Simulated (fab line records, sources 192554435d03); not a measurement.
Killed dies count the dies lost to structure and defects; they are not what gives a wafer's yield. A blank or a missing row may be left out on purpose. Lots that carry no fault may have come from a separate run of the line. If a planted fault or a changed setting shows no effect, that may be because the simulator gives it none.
fab line records | flow n5_finfet
record: lots: 11 wafers: 33 last_day: 19
route steps=1938 shown MOL_CONTACT_COAG@537
lots that met no fault: from a run of the same line without faults
start_h: the number of hours between the record's first day and the start of the first shown wafer of the lot | wait_h: hours since the lot's step before | " identical to the entry in the row above | L1.1+2: a row that stands for several wafers | - no value present, or no start provided | * or withheld: withheld | < > ~ a bound
route shown NAME@n: a module of which the file shows steps, and the number in the route of the first | usual: the fault-free wafers' mean and standard deviation | same: alike in all rows | chamber/n: place in a boat | sites: each site's reading | _std_site: the standard deviation of these | _edge_site: inner sites' mean taken away from outer sites' mean | radius_mm: how far each site lies from the wafer's centre | mask NAME#n: copy n | behind: the last tool/chamber to shape the wafer | hold: why the lot went on hold/how many hours it stayed there/how the hold came to an end | device: transistor that didn't switch, given as n, p or np | end of line: at the end of the route, the tests of the same wafers | for a step that has no rows: nothing shown but its recipe | killed: at the first sort, the dies lost to defects and structure; wafer yield is something else | map: a wafer's dies, marking killed ones x, the rest . and places with no die _
set.NAME: the setting the step ran with; set.NAME@STEP: the setting that earlier step ran with | model.NAME: the simulator's own value behind a step, which no gauge read
one table for each step of the route and one row for each wafer, over a sample of lots
services: from which hour (start_h, from the record's first day; less than 0 if before it) a tool's chamber was out of use, for how many hours, and why
== steps ==
step: N5_MOL_CONTACT_COAG_ETCH_15
recipe: chemistry: CH3F/O2 target: SiNx target_depth_a: 70 mask_material: SOC stop_on: Si:P over_etch_frac: 0.75 ion_energy_ev: 120 pressure_mtorr: 30 source_w: 395 bias_w: 73 Ar_flow_sccm: 150 CH3F_flow_sccm: 30 O2_flow_sccm: 20
usual: drypump_motor_current_A: 5.52/0.26 oes_ar_750_au: 0.77/0.095 oes_product_au: 0.57/0.069 rf_vpp_V: 294/4.3 showerhead_plenum_p_Torr: 1.99/0.066 throttle_valve_pct: 16.26/0.21
columns lot.wafer tool chamber start_h wait_h drypump_motor_current_A oes_ar_750_au oes_product_au rf_hours_counter_h rf_vpp_V showerhead_plenum_p_Torr throttle_valve_pct
L204.2 rie_diel-01 3 107.36 0.0 5.27 0.96 0.70 3 289 1.95 16.00
L204.3 " 0 " " 5.32 0.73 0.55 179 298 2.07 16.29
L204.5 " 2 " " 5.76 0.75 0.55 - 294 1.91 16.43
L205.3 rie_diel-04 1 113.20 0.0 5.90 0.74 0.53 186 298 1.92 16.35
L205.4 " 0 " " 5.56 0.73 0.54 195 291 1.99 16.31
L205.6 " 3 " " 5.23 0.76 0.55 - 296 1.99 16.22
L206.1 rie_diel-03 0 117.41 0.0 5.84 0.68 0.51 253 295 2.05 16.15
L206.3 " 1 " " 5.84 0.71 0.51 217 292 2.08 16.61
L206.4 " 0 " " 5.85 0.68 0.50 - 296 2.05 16.16
L207.3 rie_diel-03 3 124.59 0.0 5.42 0.88 0.63 35 285 2.02 16.18
L207.4 " 1 " " 5.85 0.71 0.51 - 293 2.08 16.64
L207.5 " 0 " " 5.82 0.68 0.51 - 296 2.05 16.17
L210.1 rie_diel-03 2 144.97 0.0 4.92 0.98 0.69 8 292 2.15 16.30
L210.4 " 1 " " 5.83 0.70 0.50 - 293 2.07 16.64
L210.5 " 3 " " 5.44 0.87 0.62 - 285 2.02 16.17
L217.1 rie_diel-01 1 182.30 0.0 5.64 0.69 0.51 219 302 1.89 16.32
L217.2 " 2 " " 5.78 0.73 0.53 202 295 1.90 16.48
L217.4 " 3 " " 5.24 0.89 0.64 31 288 1.94 16.09
L218.2 rie_diel-01 0 189.03 0.0 5.36 0.71 0.53 204 297 2.06 16.36
L218.4 " 1 " " 5.61 0.68 0.50 222 301 1.89 16.33
L218.5 " 3 " " 5.24 0.87 0.65 - 289 1.94 16.07
L219.1 rie_diel-03 2 194.68 0.0 4.91 0.92 0.66 23 292 2.14 16.32
L219.2 " 1 " " 5.84 0.69 0.49 242 294 2.07 16.67
L219.3 " 3 " " 5.44 0.83 0.62 59 285 2.02 16.21
L221.2 rie_diel-04 2 212.66 0.0 5.40 0.96 0.69 7 295 1.96 15.81
L221.3 " 3 " " 5.22 0.73 0.54 187 297 1.98 16.29
L221.4 " 0 " " 5.54 0.71 0.52 - 289 1.98 16.36
L222.3 rie_diel-04 0 213.72 0.0 5.52 0.71 0.52 230 289 1.98 16.37
L222.4 " 3 " " 5.21 0.73 0.54 - 297 1.98 16.28
L222.5 " 0 " " 5.53 0.71 0.52 - 292 1.98 16.37
L224.2 rie_diel-04 3 225.45 0.0 5.21 0.72 0.53 192 297 1.97 16.28
L224.4 " 2 " " 5.41 0.94 0.69 12 295 1.96 15.81
L224.6 " 1 " " 5.90 0.72 0.52 - 298 1.90 16.42
step: N5_MOL_CONTACT_COAG_ANNEAL_113
recipe: temp_c: 400 time_s: 300 ambient: H2/N2
usual: lamp_power_pct: 2.86/0.18 wafer_temp_C_max: 401.9/0.59
columns lot.wafer tool chamber start_h wait_h lamp_power_pct wafer_temp_C_max
L204.2 rtp_anneal-02 0 110.64 0.8 3.04 402.2
L204.3 " 0 " " 3.04 402.0
L204.5 " 0 " " 3.04 401.9
L205.3 rtp_anneal-02 0 116.44 0.6 3.04 402.5
L205.4 " 0 " " 3.04 402.1
L205.6 " 0 " " 3.04 402.2
L206.1 rtp_anneal-01 0 122.01 0.3 2.68 401.3
L206.3 " 0 " " 2.69 400.8
L206.4 " 0 " " 2.69 401.1
L207.3 rtp_anneal-02 0 129.64 0.6 3.04 402.8
L207.4 " 0 " " 3.04 402.6
L207.5 " 0 " " 3.04 402.3
L210.1 rtp_anneal-01 0 149.12 0.4 2.69 401.4
L210.4 " 0 " " 2.68 401.7
L210.5 " 0 " " 2.68 401.6
L217.1 rtp_anneal-01 0 185.34 0.4 2.68 401.1
L217.2 " 0 " " 2.69 401.7
L217.4 " 0 " " 2.68 401.5
L218.2 rtp_anneal-01 0 192.70 0.8 2.69 401.8
L218.4 " 0 " " 2.69 401.5
L218.5 " 0 " " 2.69 401.7
L219.1 rtp_anneal-02 0 198.57 0.6 3.04 403.3
L219.2 " 0 " " 3.04 401.8
L219.3 " 0 " " 3.04 401.9
L221.2 rtp_anneal-02 0 216.31 0.5 3.03 402.8
L221.3 " 0 " " 3.04 403.2
L221.4 " 0 " " 3.04 402.3
L222.3 rtp_anneal-01 0 217.62 0.6 2.68 401.6
L222.4 " 0 " " 2.69 401.6
L222.5 " 0 " " 2.69 401.3
L224.2 rtp_anneal-01 0 228.56 0.5 2.69 401.3
L224.4 " 0 " " 2.68 401.2
L224.6 " 0 " " 2.68 401.4
step: N5_MOL_CONTACT_COAG_ALD_27
recipe: material: SiOC target_thk_a: 170 temp_c: 400 ald_precursor_family: carbosiloxane ald_co_reactant: H2-plasma pulse_time_s: 1.5 time_s: 2720 purge_time_s: 2 co_reactant_purge_time_s: 2 ald_cycles: 340 pressure_torr: 2
usual: ald_cycles: 340/0 heater_power_w: 809/48 precursor_pulse_height_rel: 1.001/0.021 run_length_s: 2769.6/0.48 time_s: 2720/0
columns lot.wafer tool chamber start_h wait_h ald_cycles heater_power_w precursor_pulse_height_rel run_length_s time_s
L204.2 ald_sin-03 1 112.53 0.0 340 813 1.006 2770.6 2720
L204.3 " 3 " " 340 817 0.986 2769.2 2720
L204.5 " 1 " " 340 805 0.989 2770.1 2720
L205.3 ald_sin-03 0 119.17 0.0 340 799 1.006 2769.7 2720
L205.4 " 2 " " 340 907 1.005 2769.7 2720
L205.6 " 0 " " 340 787 1.004 2770.1 2720
L206.1 ald_sin-03 3 129.36 0.0 340 827 0.985 2769.1 2720
L206.3 " 0 " " 340 764 0.984 2769.8 2720
L206.4 " 1 " " 340 816 0.989 2770.3 2720
L207.3 ald_sin-03 0 133.10 1.7 530 775 1.003 4289.6 4240
L207.4 " 2 " " 340 882 0.980 2769.7 2720
L207.5 " 3 " " 340 827 0.997 2769.3 2720
L210.1 ald_sin-03 2 152.34 0.1 530 869 0.989 4290.1 4240
L210.4 " 3 " " 340 820 1.030 2769.4 2720
L210.5 " 2 " " 340 890 1.001 2769.9 2720
L217.1 ald_sin-04 3 189.60 0.9 340 789 0.992 2769.2 2720
L217.2 " 2 " " 340 776 0.994 2769.3 2720
L217.4 " 0 " " 340 732 0.963 2769.2 2720
L218.2 ald_sin-01 3 195.52 0.0 340 746 1.031 2769.4 2720
L218.4 " 1 " " 340 769 1.001 2768.6 2720
L218.5 " 2 " " 340 830 0.933 2769.7 2720
L219.1 ald_sin-01 3 202.46 0.0 340 752 1.040 2769.0 2720
L219.2 " 2 " " 340 816 0.996 2769.8 2720
L219.3 " 0 " " 340 889 1.012 2769.2 2720
L221.2 ald_sin-04 2 220.12 0.9 340 772 0.995 2769.4 2720
L221.3 " 3 " " 340 808 1.007 2769.4 2720
L221.4 " 1 " " 340 776 0.992 2770.0 2720
L222.3 ald_sin-03 1 220.14 0.4 340 835 0.960 2769.9 2720
L222.4 " 0 " " 340 787 1.012 2769.7 2720
L222.5 " 2 " " 340 893 0.978 2770.0 2720
L224.2 ald_sin-04 2 231.92 0.0 340 746 0.987 2769.7 2720
L224.4 " 0 " " 340 746 1.016 2769.6 2720
L224.6 " 0 " " 340 747 1.014 2769.5 2720
step: N5_MOL_CONTACT_COAG_CMP_28
recipe: stop_on: SiNx t_overpolish_s: 0.85 post_cmp_clean: alkaline_brush down_force_psi: 4.15 platen_rpm: 51.8 pad_velocity_m_s: 1.0307 target_thk_nm: 14.522
usual: motor_current_A: 11.6/1.4
columns lot.wafer tool chamber start_h wait_h motor_current_A
L204.2 cmp-02 0 114.17 0.9 12.8
L204.3 " 1 " " 11.1
L204.5 " 2 " " 9.3
L205.4 cmp-03 3 120.77 0.8 11.5
L205.3 " 1 " " 13.1
L205.6 " 2 " " 13.3
L206.1 cmp-02 0 130.93 0.8 12.4
L206.4 " 2 " " 9.1
L206.3 " 3 " " 14.0
L207.4 cmp-03 1 134.67 0.8 13.0
L207.3 " 0 " " 11.9
L207.5 " 2 " " 12.2
L210.1 cmp-04 3 153.91 0.8 10.0
L210.4 " 2 " " 14.7
L210.5 " 0 " " 10.3
L217.1 cmp-02 2 191.31 0.9 9.1
L217.2 " 0 " " 11.9
L217.4 " 1 " " 11.0
L218.4 cmp-04 3 197.09 0.8 9.7
L218.2 " 0 " " 11.1
L218.5 " 0 " " 10.9
L219.3 cmp-03 0 204.07 0.8 11.4
L219.2 " 1 " " 12.6
L219.1 " 2 " " 12.2
L221.2 cmp-03 2 221.69 0.8 12.5
L221.4 " 3 " " 10.8
L221.3 " 1 " " 13.2
L222.4 cmp-04 3 221.71 0.8 9.7
L222.3 " 0 " " 10.8
L222.5 " 3 " " 9.8
L224.4 cmp-03 2 233.49 0.8 12.2
L224.2 " 3 " " 10.8
L224.6 " 2 " " 12.1
== services ==
columns tool chamber start_h hours kind
cmp-02 - 84.45 4.4 repair
cmp-03 - 93.65 5.6 pm
ald_sin-03 - 96.05 0.8 pm
rie_diel-01 1 97.91 3.7 repair
rie_diel-03 2 100.81 - clean
rie_diel-03 2 100.81 - consumable_replace:focus_ring
rie_diel-03 2 100.81 - consumable_replace:showerhead
rie_diel-03 2 100.81 25.0 scheduled_down
rie_diel-03 2 100.81 25.0 vent_cycle
ald_sin-01 - 121.04 14.6 pm
rie_diel-03 0 125.80 - clean
rie_diel-03 0 125.80 - consumable_replace:focus_ring
rie_diel-03 0 125.80 22.3 scheduled_down
rie_diel-03 0 125.80 22.3 vent_cycle
rie_diel-01 0 130.07 9.3 repair
rie_diel-01 - 130.59 0.9 repair
rie_diel-03 - 149.57 2.8 pm
cmp-04 - 160.49 4.0 pm
rie_diel-04 0 165.31 3.0 repair
ald_sin-01 - 177.59 14.0 pm
ald_sin-03 - 197.62 0.7 repair
cmp-04 - 206.74 4.0 pm
cmp-04 - 224.54 0.8 repair
rie_diel-04 1 232.60 8.5 repair
== key ==
first_sign: step: N5_MOL_CONTACT_COAG_ALD_27 reading: ald_cycles direction: up sigmas: 99+ usual: * struck: *
effect: step: N5_MOL_CONTACT_COAG_ALD_27 reading: time_s direction: up sigmas: 99+ usual: * struck: *
met_at N5_MOL_CONTACT_COAG_ALD_27
struck_lots L207,L210
struck_wafers L207.3,L210.1
tester_left_out L207,L210
not_acting_at N5_MOL_CONTACT_COAG_ETCH_15,N5_MOL_CONTACT_COAG_ANNEAL_113,N5_MOL_CONTACT_COAG_CMP_28
onset_between 129.36 133.10
fault: kind: process_parameter_drift tool: ald_sin-03 chamber: - onset_h: 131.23 steps: N5_MOL_CONTACT_COAG_ALD_27 channel: ald_cycles offset: * shape: step end_h: 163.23 scope: struck_wafers_only acts_in: * stated: *
tester_left_out: of these lots the tester's yield and bins aren't shown, on N5 and GAA mostly nor the transistor test; their killed dies are dies lost to structure and defects alone, not to doping, threshold or leakage, so they don't give the yield
